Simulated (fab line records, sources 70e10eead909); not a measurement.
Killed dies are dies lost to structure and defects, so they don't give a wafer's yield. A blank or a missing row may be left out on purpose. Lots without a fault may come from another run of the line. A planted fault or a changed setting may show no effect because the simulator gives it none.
Which tool did it? | flow nand_harc | 14 lots, 42 wafers sampled, at 4 steps of a route of 1302

WHAT THE GAUGES READ, wafer by wafer
NHARC_A_START_INSPECT_01. Usual: raw_defect_count 3.3, standard deviation 1.8.
lot  | measured     | on                | raw_defect_count | flag
L768 | day 6 22:41  | defect_inspect-02 | 2 5 1            |
L769 | day 7 06:26  | defect_inspect-02 | 2 2 3            |
L770 | day 7 10:27  | defect_inspect-01 | 1 7 2            |
L771 | day 8 05:31  | defect_inspect-01 | 1 4 3            |
L773 | day 8 23:49  | defect_inspect-02 | 5 2 4            |
L774 | day 9 07:16  | defect_inspect-01 | 2 1 6            |
L775 | day 9 15:37  | defect_inspect-02 | 2 4 3            |
L778 | day 10 23:46 | defect_inspect-02 | 4 5 3            |
L783 | day 12 19:15 | defect_inspect-02 | 9 1 1            |
L784 | day 13 10:44 | defect_inspect-02 | 0 4 6            |
L785 | day 13 16:08 | defect_inspect-02 | 1 4 1            |
L786 | day 14 09:22 | defect_inspect-02 | 6 2 5            |
L787 | day 14 09:38 | defect_inspect-01 | 4 2 2            |
L789 | day 15 09:33 | defect_inspect-01 | 3 1 4            |

NHARC_A_SOURCE_PLATE_INSPECT_08. Usual: raw_defect_count 60, standard deviation 23.
lot  | measured     | on                | raw_defect_count | flag
L768 | day 7 17:56  | defect_inspect-01 | 47 34 49         |
L769 | day 8 04:14  | defect_inspect-02 | 58 93 39         |
L770 | day 8 08:32  | defect_inspect-02 | 48 55 43         |
L771 | day 9 03:43  | defect_inspect-01 | 40 34 33         |
L773 | day 9 21:55  | defect_inspect-01 | 43 53 47         |
L774 | day 10 04:58 | defect_inspect-02 | 42 105 54        |
L775 | day 10 13:46 | defect_inspect-02 | 31 63 40         |
L778 | day 11 23:16 | defect_inspect-01 | 91 94 96         |
L783 | day 13 19:59 | defect_inspect-01 | 53 51 38         |
L784 | day 14 12:10 | defect_inspect-01 | 37 46 58         |
L785 | day 14 12:10 | defect_inspect-02 | 42 111 40        |
L786 | day 15 07:05 | defect_inspect-02 | 56 73 55         |
L787 | day 15 07:06 | defect_inspect-01 | 66 46 64         |
L789 | day 16 05:17 | defect_inspect-02 | 36 77 54         |

NHARC_A_ONON_D1_THK_MEAS_11: measures by ellipsometry. Usual: thk_nm 999 nm, standard deviation 10.
lot  | measured     | on            | thk_nm (nm)    | flag
L768 | day 7 20:13  | film_metro-01 | 1001 999 1000  |
L769 | day 8 06:33  | film_metro-01 | 1008 1005 1006 |
L770 | day 8 10:48  | film_metro-02 | 998 997 998    |
L771 | day 9 05:59  | film_metro-02 | 991 993 991    |
L773 | day 10 00:12 | film_metro-02 | 992 993 995    |
L774 | day 10 07:15 | film_metro-02 | 999 998 1000   |
L775 | day 10 16:02 | film_metro-01 | 1004 1005 1002 |
L778 | day 12 01:33 | film_metro-02 | 999 1000 1000  |
L785 | day 14 14:27 | film_metro-02 | 992 990 991    |
L786 | day 15 09:22 | film_metro-01 | 1017 1019 1014 |
L787 | day 15 09:25 | film_metro-01 | 1001 1002 1001 |
L789 | day 16 07:34 | film_metro-02 | 996 995 996    |

WHICH TOOL RAN EACH LOT (tool, then ch and the chambers of the sampled wafers, then the start)
lot  | NHARC_A_SOURCE_PLATE_OXIDE_02
L768 | furnace-06 ch 0, day 7 03:52
L769 | furnace-06 ch 0, day 7 11:34
L770 | furnace-06 ch 0, day 7 15:49
L771 | furnace-06 ch 0, day 8 10:39
L773 | furnace-08 ch 0, day 9 05:17
L774 | furnace-06 ch 0, day 9 12:16
L775 | furnace-07 ch 0, day 9 21:10
L778 | furnace-08 ch 0, day 11 05:12
L783 | furnace-08, day 13 00:41
L784 | furnace-06, day 13 19:33
L785 | furnace-06 ch 0, day 13 19:33
L786 | furnace-06 ch 0, day 14 14:25
L787 | furnace-06 ch 0, day 14 14:25
L789 | furnace-06 ch 0, day 15 12:13
- NHARC_A_SOURCE_PLATE_OXIDE_02: material SiO2, target thk 10 nm, ox time 1362 s.

WHAT THE TOOLS THEMSELVES READ (means of the sampled wafers that have a number; where no wafer has one, the mark that the record gives instead)
NHARC_A_SOURCE_PLATE_OXIDE_02. Usual: ox_temp_c 900.0 C, standard deviation 0.39; spike_tc_top_C 909.2 C, standard deviation 2.4; tube_center_temp_C 900 C, standard deviation 0.085.
lot  | tool       | ox_temp_c (C) | spike_tc_top_C (C) | tube_center_temp_C (C) | flag
L768 | furnace-06 | 900.2         | 907.8              | 900                    |
L769 | furnace-06 | 899.8         | 907.8              | 900                    |
L770 | furnace-06 | 900.4         | 908.0              | 900                    |
L771 | furnace-06 | 899.6         | 907.2              | 900                    |
L773 | furnace-08 | 899.8         | 911.7              | 900                    |
L774 | furnace-06 | 900.6         | 907.5              | 900                    |
L775 | furnace-07 | 900.0         | 913.3              | 900                    |
L778 | furnace-08 | 900.5         | 911.5              | 900                    |
L783 | furnace-08 | -             | -                  | -                      | OFF
L784 | furnace-06 | -             | -                  | -                      | OFF
L785 | furnace-06 | 900.5         | 907.0              | 900                    |
L786 | furnace-06 | 900.6         | 907.9              | 900                    |
L787 | furnace-06 | 899.9         | 907.1              | 900                    |
L789 | furnace-06 | 899.8         | 907.0              | 900                    |

THE ANSWER, worked out from the rows above alone
Rule: a lot is off if the mean of its wafers that have a number lies more than 3 standard deviations from the usual mean. A lot without any number at a reading at which 4 lots or more have one is off too. The other lots that the step has rows for count as sound. The gauges are gone through in route order, then the tools' own readings, and for those a lot's mean is taken as printed above. The first step at which some lot is off is used, and at that step the reading that is off furthest; a lot without a number counts as furthest.
Off: L783, L784, at NHARC_A_SOURCE_PLATE_OXIDE_02 (ox_temp_c). Without a number there: L783, L784.
A tool fits if, at that step or a process step before it, it ran every lot that is off, and no sound lot after the first of them. None of those tried fits.

WHAT THE SIMULATOR HAD PUT IN
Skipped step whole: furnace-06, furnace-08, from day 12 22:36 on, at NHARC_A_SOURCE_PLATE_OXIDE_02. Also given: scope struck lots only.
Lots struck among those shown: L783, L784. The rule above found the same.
